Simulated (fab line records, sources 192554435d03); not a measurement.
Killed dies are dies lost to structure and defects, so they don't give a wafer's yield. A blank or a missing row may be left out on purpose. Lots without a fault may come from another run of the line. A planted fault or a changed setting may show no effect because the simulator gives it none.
fab line records | flow n5_finfet
record lots=7 wafers=39
route steps=1938 shown ZERO_LAYER@4 FIN_SAQP@125 FIN_CUT@173 HKMG_FIN@403 GATE_CUT@466
start_h: hours from the record's first day to the start of the lot's first wafer shown | wait_h: hours since the lot's step before | " the same as in the row above | L1.1+2: a row that stands for several wafers | - no value, or no start given | * or withheld: withheld | < > ~ a bound
route shown NAME@n: a module of which the file shows steps, and the number in the route of the first | usual: mean/standard deviation of fault-free wafers | same: alike in all rows | chamber/n: place in a boat | sites: the reading at each site | _std_site: their standard deviation | _edge_site: outer sites' mean less inner sites' | radius_mm: how far each site lies from the wafer's centre | mask NAME#n: copy n | behind: the tool/chamber that last shaped the wafer | hold: why the lot was held/for how many hours/how that ended | device: the transistor (n, p or np) that didn't switch | end of line: the same wafers' tests at the end of the route | a step without rows: its recipe alone | killed: dies lost to structure and defects at the first sort, not the wafer's yield | map: a wafer's dies, x killed, . not, _ none there
set.NAME: the setting as run; set.NAME@STEP: as run at that earlier step | model.NAME: the simulator's own value behind a step, which no gauge read
lots whose settings were changed on purpose; a table a step, a row a wafer
## steps
# step N5_ZERO_LAYER_PECVD_02
# recipe material=SiO2 target_thk_a=100 temp_c=400 precursor=SiH4/N2O pressure_torr=0.75 rf_w=275 time_s=6
# columns lot.wafer tool chamber start_h wait_h set.time_s model.SiO2_of_ZERO_LAYER_PECVD_02.thk_nm
L077.1 pecvd-04 0 30.30 0.0 6 10.32
L077.2 " 1 " " 6 10.17
L077.3 " 2 " " 6 10.18
L077.4 " 0 " " 6 10.21
L077.5 " 2 " " 6 10.38
L077.6 " 1 " " 6 10.39
L078.1 pecvd-02 1 36.28 0.0 4.188 7.1
L078.2 " 0 " " 6 9.794
L078.3 " 0 " " 6 9.97
L078.4 " 1 " " 4.188 7.103
L078.5 " 1 " " 6 10.12
L078.6 " 0 " " 4.188 7.072
L081.1 pecvd-03 0 54.28 0.0 6 9.955
L081.2 " 1 " " 6 9.95
L081.3 " 2 " " 9.056 14.76
L081.4 " 0 " " 6 10.05
L081.5 " 1 " " 9.056 15.3
L081.6 " 2 " " 9.056 15.06
L085.1 pecvd-03 2 78.29 0.0 6 9.896
L085.2 " 1 " " 6 10.08
L085.4 " 2 " " 6 10.05
L086.1 pecvd-03 1 84.28 0.0 6 9.923
L086.2 " 2 " " 7.943 13.05
L086.3 " 0 " " 7.943 13.11
L086.4 " 2 " " 6 10.04
L086.5 " 1 " " 6 10.06
L086.6 " 0 " " 7.943 13.49
L095.1 pecvd-03 1 138.30 0.0 6 9.998
L095.2 " 0 " " 2.769 4.669
L095.3 " 2 " " 6 9.923
L095.4 " 2 " " 6 10.01
L095.5 " 0 " " 2.769 4.808
L095.6 " 1 " " 2.769 4.752
L096.1 pecvd-02 1 144.28 0.0 5.034 8.317
L096.2 " 0 " " 5.034 8.287
L096.3 " 2 " " 6 9.902
L096.4 " 0 " " 6 10.03
L096.5 " 1 " " 5.034 8.485
L096.6 " 2 " " 6 9.998
# step N5_FIN_SAQP_SPACER1_ALD_24
# recipe material=SiO2 target_thk_a=203 temp_c=300 ald_precursor_family=BDEAS ald_co_reactant=O2-plasma pulse_time_s=1 purge_time_s=2 co_reactant_purge_time_s=2 ald_cycles=218 pressure_torr=2
# columns lot.wafer tool chamber start_h wait_h set.ald_cycles model.SiO2_of_FIN_SAQP_SPACER1_ALD_24.thk_nm
L077.1+2+4+5+6 ald_sin-01 2,3,1,2,3 43.08 0.9 218 20.2
L077.3 " 0 " " 218 20.4
L078.1 ald_sin-03 0 49.80 0.3 218 20.4
L078.2+3 " 2,1 " " 218 20.2
L078.4+5+6 " 3,1,0 " " 118 11
L081.1+3+5 ald_sin-04 0,3,3 64.60 0.3 174 16.2
L081.2 " 1 " " 218 20.2
L081.4+6 " 2,0 " " 218 20.4
L085.1 ald_sin-01 0 91.15 0.4 218 20.4
L085.2+4 " 1,3 " " 218 20.2
L086.1+2+6 ald_sin-03 1,2,3 96.95 2.1 344 32
L086.3 " 0 " " 218 20.2
L086.4+5 " 3,2 " " 218 20.4
L095.1 ald_sin-04 0 148.89 0.3 299 28
L095.2+3 " 1,3 " " 299 27.8
L095.4+5 " 2 " " 218 20.4
L095.6 " 1 " " 218 20.2
L096.1+2+5+6 ald_sin-01 3,2,1,2 155.38 0.3 218 20.2
L096.3+4 " 0,1 " " 218 20.4
# step N5_FIN_SAQP_SPACER1_ETCHBACK_25
# recipe chemistry=CHF3/O2 mode=anisotropic_etchback target=SiO2 target_depth_a=244 time_s=12.2 pressure_mtorr=30 source_w=650 bias_w=170 Ar_flow_sccm=200 CHF3_flow_sccm=50 O2_flow_sccm=5 ion_energy_ev=200
# step N5_FIN_SAQP_MANDREL1_REMOVE_56
# recipe chemistry=HBr/Cl2/O2 bt_time_s=10 target=a-Si stop_on=SiNx endpoint=OES-SiCl over_etch_frac=1 icp_w=600 bias_w=22 HBr_flow_sccm=150 Cl2_flow_sccm=80 O2_flow_sccm=5 pressure_mtorr=10
# columns lot.wafer tool chamber start_h wait_h set.ald_cycles@FIN_SAQP_SPACER1_ALD_24 model.FIN_SAQP.cd_nm
L077.1+4+5+6 rie_si-04 3,1,3,0 44.02 0.1 218 20.2
L077.2+3 " 0,2 " " 218 20.4
L078.1+3 rie_si-04 2,0 50.61 0.1 218 20.4
L078.2 " 3 " " 218 20.2
L078.4+5+6 " 1,3,2 " " 118 11
L081.1+3+5 rie_si-04 2,3,1 65.40 0.1 174 16
L081.2 " 1 " " 218 20.2
L081.4+6 " 0 " " 218 20.4
L085.1 rie_si-02 0 92.02 0.1 218 20.4
L085.2+4 " 1,3 " " 218 20.2
L086.1+2 rie_si-04 3,0 97.75 0.1 344 32
L086.3 " 1 " " 218 20.4
L086.4+5 " 2 " " 218 20.2
L086.6 " 3 " " 344 31.8
L095.1+2+3 rie_si-04 3,0,2 149.70 0.1 299 27.8
L095.4+6 " 1 " " 218 20.4
L095.5 " 2 " " 218 20.2
L096.1+4+5 rie_si-04 2,3,1 156.19 0.1 218 20.2
L096.2+3+6 " 1,3,2 " " 218 20.4
# step N5_FIN_SAQP_CD_MEAS_27
# recipe target_cd_nm=20 landing_energy_ev=1000 detector=se_inlens polarity=line
# usual cd_nm=20.28/0.22
# columns lot.wafer tool chamber start_h wait_h set.ald_cycles@FIN_SAQP_SPACER1_ALD_24 cd_nm
L077.1 cd_sem-01 0 44.13 0.1 218 20.69
L077.2 " 0 " " 218 20.25
L077.3 " 0 " " 218 20.26
L077.4 " 0 " " 218 20.50
L077.5 " 0 " " 218 19.92
L077.6 " 0 " " 218 20.19
L078.1 cd_sem-01 0 50.72 0.1 218 20.40
L078.2 " 0 " " 218 20.31
L078.3 " 0 " " 218 20.36
L078.4 " 0 " " 118 11.00
L078.5 " 0 " " 118 10.69
L078.6 " 0 " " 118 10.88
L081.1 cd_sem-03 0 65.51 0.1 174 15.82
L081.2 " 0 " " 218 20.04
L081.3 " 0 " " 174 16.42
L081.4 " 0 " " 218 20.56
L081.5 " 0 " " 174 16.15
L081.6 " 0 " " 218 20.32
L085.1 cd_sem-03 0 92.13 0.1 218 20.62
L085.2 " 0 " " 218 20.19
L085.4 " 0 " " 218 20.25
L086.1 cd_sem-01 0 97.86 0.1 344 31.95
L086.2 " 0 " " 344 31.74
L086.3 " 0 " " 218 20.33
L086.4 " 0 " " 218 20.28
L086.5 " 0 " " 218 20.35
L086.6 " 0 " " 344 32.04
L095.1 cd_sem-02 0 149.81 0.1 299 27.70
L095.2 " 0 " " 299 27.88
L095.3 " 0 " " 299 27.67
L095.4 " 0 " " 218 20.50
L095.5 " 0 " " 218 20.45
L095.6 " 0 " " 218 20.34
L096.1 cd_sem-02 0 156.30 0.1 218 20.00
L096.2 " 0 " " 218 20.40
L096.3 " 0 " " 218 20.52
L096.4 " 0 " " 218 20.29
L096.5 " 0 " " 218 20.18
L096.6 " 0 " " 218 20.36
# step N5_FIN_CUT_CUT_ETCH_26
# recipe chemistry=CH3F/O2 target=SiNx target_depth_a=390 mask_material=SOC time_s=55.7 pressure_mtorr=30 source_w=395 bias_w=73 Ar_flow_sccm=150 CH3F_flow_sccm=30 O2_flow_sccm=20 ion_energy_ev=120
# columns lot.wafer tool chamber start_h wait_h set.target_depth_a model.etch.depth_nm model.SOC_of_FIN_CUT_COAT_18.thk_nm
L077.1 rie_diel-06 3 47.48 0.0 390 37.87 212.6
L077.2 " 1 " " 390 38.08 213
L077.3 " 2 " " 330.4 33.3 215.4
L077.4 " 0 " " 330.4 32.95 214.2
L077.5 " 0 " " 330.4 32.7 215.4
L077.6 " 3 " " 390 38.08 212.8
L078.1 rie_diel-02 2 53.75 0.0 390 37.73 212
L078.2 " 0 " " 531.6 53.25 204.4
L078.3 " 3 " " 531.6 53.65 204.2
L078.4 " 1 " " 531.6 54.09 204.6
L078.5 " 1 " " 390 39.65 211.2
L078.6 " 0 " " 390 39.32 211
L081.1 rie_diel-02 3 68.88 0.0 390 39.97 211.2
L081.2 " 0 " " 326.3 33.53 214.4
L081.3 " 2 " " 326.3 32.09 215.2
L081.4 " 1 " " 390 39.93 211.4
L081.5 " 1 " " 326.3 33.63 214.4
L081.6 " 0 " " 390 39.87 211.8
L085.1 rie_diel-06 2 96.63 0.0 390 39.3 210
L085.2 " 1 " " 390 37.8 211.6
L085.4 " 0 " " 390 38.61 211.4
L086.1 rie_diel-02 2 102.20 0.0 390 38.22 210.6
L086.2 " 3 " " 390 39.53 210.4
L086.3 " 1 " " 390 39.98 210.2
L086.4 " 0 " " 390 39.73 210
L086.5 " 1 " " 390 40 210.2
L086.6 " 0 " " 390 39.07 210.6
L095.1 rie_diel-02 1 153.01 0.0 390 39.9 212.6
L095.2 " 0 " " 198.4 20.06 221.2
L095.3 " 2 " " 198.4 19.21 222.6
L095.4 " 3 " " 390 39.76 211.8
L095.5 " 0 " " 390 39.48 212
L095.6 " 1 " " 198.4 20.18 220.8
L096.1 rie_diel-06 0 159.96 0.0 390 41.11 211
L096.2 " 3 " " 326.4 32.11 214.2
L096.3 " 2 " " 390 39.74 211
L096.4 " 1 " " 390 38.5 212
L096.5 " 3 " " 326.4 32.04 214.8
L096.6 " 2 " " 326.4 33.04 214.6
# step N5_FIN_CUT_CUT_ETCH_27
# recipe chemistry=CHF3/O2 target=SiO2 target_depth_a=40 mask_material=SOC overetch_a=20 time_s=4.9 pressure_mtorr=30 source_w=650 bias_w=170 Ar_flow_sccm=200 CHF3_flow_sccm=50 O2_flow_sccm=5 ion_energy_ev=200
# step N5_FIN_CUT_PRECLEAN_35
# recipe time_s=13.3 temp_c=45 pressure_torr=125 p_hf_torr=3 p_coreactant_torr=25 chemistry=vHF
# step N5_FIN_CUT_CUT_ETCH_15
# recipe chemistry=HBr/Cl2/O2 target=Si target_depth_a=1000 bt_time_s=10 mask_material=SOC time_s=42.4 ion_energy_ev=* bias_w=* pressure_mtorr=10 icp_w=800 HBr_flow_sccm=150 Cl2_flow_sccm=80 O2_flow_sccm=12
# columns lot.wafer tool chamber start_h wait_h set.target_depth_a@FIN_CUT_CUT_ETCH_26 model.SOC_of_FIN_CUT_COAT_18.thk_nm
L077.1+6 rie_si-03 0 47.67 0.1 390 172
L077.2 " 1 " " 390 171
L077.3 " 2 " " 330.4 174.4
L077.4+5 " 3,1 " " 330.4 173.8
L078.1 rie_si-03 0 53.94 0.1 390 170.6
L078.2 " 2 " " 531.6 163.4
L078.3 " 3 " " 531.6 163.2
L078.4 " 1 " " 531.6 162.8
L078.5 " 2 " " 390 170
L078.6 " 3 " " 390 169.8
L081.1+6 rie_si-03 3,1 69.09 0.1 390 170.2
L081.2+5 " 1,2 " " 326.3 172.8
L081.3 " 0 " " 326.3 173.8
L081.4 " 2 " " 390 169.8
L085.1 rie_si-05 1 96.82 0.1 390 168.8
L085.2 " 3 " " 390 170.2
L085.4 " 2 " " 390 170.6
L086.1 rie_si-03 1 102.40 0.1 390 170
L086.2 " 3 " " 390 169.6
L086.3 " 2 " " 390 169
L086.4+5 " 0,2 " " 390 169.2
L086.6 " 1 " " 390 170.2
L095.1 rie_si-05 2 153.21 0.1 390 171.8
L095.2 " 3 " " 198.4 180
L095.3 " 1 " " 198.4 180.8
L095.4 " 0 " " 390 171.6
L095.5 " 3 " " 390 170.8
L095.6 " 0 " " 198.4 180.6
L096.1 rie_si-05 0 160.15 0.1 390 170.4
L096.2 " 1 " " 326.4 172.2
L096.3 " 2 " " 390 169.8
L096.4 " 3 " " 390 170.6
L096.5 " 2 " " 326.4 174
L096.6 " 3 " " 326.4 173
# step N5_HKMG_FIN_ETCH_55
# recipe chemistry=N2/H2 target=SOC target_depth_a=2400 temp_c=40 time_s=300 ion_energy_ev=200 mask_material=SiARC pressure_mtorr=30 source_w=840 bias_w=150 n2_flow_sccm=200 h2_flow_sccm=200
# columns lot.wafer tool chamber start_h wait_h set.time_s model.etch.depth_nm model.HKMG_FIN.feature_depth_nm model.SiARC_of_HKMG_FIN_COAT_42.thk_nm
L077.1 rie_diel-01 2 89.72 0.0 300 241.8 241.8 20.8
L077.2 " 0 " " 300 226.2 226.2 22
L077.3 " 1 " " 300 250.8 250.8 20.6
L077.4 " 0 " " 300 229.3 229.2 21.6
L077.5 " 1 " " 300 252.2 252.2 20.4
L077.6 " 2 " " 300 241.6 241.6 20.6
L078.1 rie_diel-03 3 97.41 0.0 300 239.1 239.2 20.8
L078.2 " 2 " " 300 229.6 229.6 21.8
L078.3 " 1 " " 468.8 385.7 385.6 12.2
L078.4 " 0 " " 468.8 365.7 365.6 13.8
L078.5 " 3 " " 468.8 376.8 376.8 12.6
L078.6 " 0 " " 300 233 233 21.4
L081.1 rie_diel-05 2 112.77 0.0 300 238.1 238 21
L081.2 " 3 " " 468.1 386.6 386.6 12.2
L081.3 " 1 " " 300 231.6 231.6 21.8
L081.4 " 0 " " 300 238.2 238.2 21.4
L081.5 " 3 " " 468.1 389.7 389.8 12
L081.6 " 2 " " 468.1 370.6 370.6 13.4
L085.1 rie_diel-03 1 140.65 0.0 300 249.7 249.6 20
L085.2 " 3 " " 300 244.3 244.2 20.2
L085.4 " 1 " " 300 249.7 249.8 20
L086.1 rie_diel-03 1 147.04 0.0 300 248.6 248.6 20.2
L086.2 " 2 " " 300 231.8 231.8 21.6
L086.3 " 3 " " 300 244.7 244.8 20.4
L086.4 " 2 " " 300 232.2 232.2 21.4
L086.5 " 1 " " 300 247.8 247.8 20.4
L086.6 " 3 " " 300 245.1 245 20.4
L095.1 rie_diel-05 2 196.33 0.0 300 235.8 235.8 21.6
L095.2 " 1 " " 300 235 235 22
L095.3 " 3 " " 300 247.4 247.4 20.6
L095.4 " 2 " " 300 239.2 239.2 21.2
L095.5 " 3 " " 300 247.1 247 20.8
L095.6 " 1 " " 300 235 235 21.8
L096.1 rie_diel-03 0 208.79 0.0 147.8 120 120 28
L096.2 " 1 " " 147.8 122.3 122.4 27.8
L096.3 " 3 " " 300 243.2 243.2 20.6
L096.4 " 3 " " 147.8 119.7 119.8 28
L096.5 " 0 " " 300 245.9 245.8 20.6
L096.6 " 1 " " 300 250.5 250.4 20.2
# step N5_GATE_CUT_ETCH_56
# recipe chemistry=Cl2/Ar target=TiN target_depth_a=216 pressure_mtorr=10 icp_w=600 bias_w=60 Cl2_flow_sccm=40 Ar_flow_sccm=60
# columns lot.wafer tool chamber start_h wait_h set.target_depth_a model.etch.depth_nm
L077.1 rie_metal-02 0 97.65 0.1 216 21.44
L077.2 " 1 " " 321.3 32.22
L077.3 " 0 " " 216 21.66
L077.4 " 1 " " 321.3 32.48
L077.5 " 1 " " 321.3 32.4
L077.6 " 0 " " 216 21.39
L078.1 rie_metal-02 1 105.31 0.1 216 21.73
L078.2 " 0 " " 171.1 17
L078.3 " 1 " " 216 21.89
L078.4 " 0 " " 171.1 16.94
L078.5 " 1 " " 171.1 17.2
L078.6 " 0 " " 216 21.48
L081.1 rie_metal-02 1 120.70 0.1 216 21.73
L081.2 " 0 " " 216 21.53
L081.3 " 1 " " 216 21.67
L081.4 " 0 " " 216 21.35
L081.5 " 1 " " 216 21.66
L081.6 " 0 " " 216 21.47
L085.1 rie_metal-03 1 148.72 0.1 216 22.29
L085.2 " 0 " " 216 21.41
L085.4 " 0 " " 216 21.55
L086.1 rie_metal-03 1 155.28 0.1 133.8 13.85
L086.2 " 0 " " 133.8 13.29
L086.3 " 1 " " 133.8 13.75
L086.4 " 1 " " 216 22.14
L086.5 " 1 " " 216 22.13
L086.6 " 1 " " 216 22.18
L095.1 rie_metal-02 0 204.26 0.1 216 21.43
L095.2 " 1 " " 216 21.81
L095.3 " 1 " " 216 21.71
L095.4 " 0 " " 216 21.62
L095.5 " 0 " " 216 21.41
L095.6 " 1 " " 216 21.91
L096.1 rie_metal-01 0 216.81 0.1 216 21.93
L096.2 " 1 " " 249.8 23.81
L096.3 " 0 " " 249.8 25.44
L096.4 " 1 " " 216 20.61
L096.5 " 0 " " 216 21.9
L096.6 " 1 " " 249.8 23.95
## key
split step=N5_ZERO_LAYER_PECVD_02 setting=time_s stated=6 by=wafer
response step=N5_ZERO_LAYER_PECVD_02 reading=model.SiO2_of_ZERO_LAYER_PECVD_02.thk_nm change=+0.098 per=1% r=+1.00
split step=N5_FIN_SAQP_SPACER1_ALD_24 setting=ald_cycles stated=218 by=wafer
response step=N5_FIN_SAQP_SPACER1_ALD_24 reading=model.SiO2_of_FIN_SAQP_SPACER1_ALD_24.thk_nm change=+0.202 per=1% r=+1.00
response step=N5_FIN_SAQP_MANDREL1_REMOVE_56 reading=model.FIN_SAQP.cd_nm change=+0.203 per=1% r=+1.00
response step=N5_FIN_SAQP_CD_MEAS_27 reading=cd_nm change=+0.202 per=1% r=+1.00
split step=N5_FIN_CUT_CUT_ETCH_26 setting=target_depth_a stated=390 by=wafer
response step=N5_FIN_CUT_CUT_ETCH_26 reading=model.etch.depth_nm change=+0.405 per=1% r=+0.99
response step=N5_FIN_CUT_CUT_ETCH_26 reading=model.SOC_of_FIN_CUT_COAT_18.thk_nm change=-0.19 per=1% r=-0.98
response step=N5_FIN_CUT_CUT_ETCH_15 reading=model.SOC_of_FIN_CUT_COAT_18.thk_nm change=-0.185 per=1% r=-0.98
split step=N5_HKMG_FIN_ETCH_55 setting=time_s stated=300 by=wafer
response step=N5_HKMG_FIN_ETCH_55 reading=model.etch.depth_nm change=+2.54 per=1% r=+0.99
response step=N5_HKMG_FIN_ETCH_55 reading=model.HKMG_FIN.feature_depth_nm change=+2.54 per=1% r=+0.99
response step=N5_HKMG_FIN_ETCH_55 reading=model.SiARC_of_HKMG_FIN_COAT_42.thk_nm change=-0.152 per=1% r=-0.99
split step=N5_GATE_CUT_ETCH_56 setting=target_depth_a stated=216 by=wafer
response step=N5_GATE_CUT_ETCH_56 reading=model.etch.depth_nm change=+0.221 per=1% r=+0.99
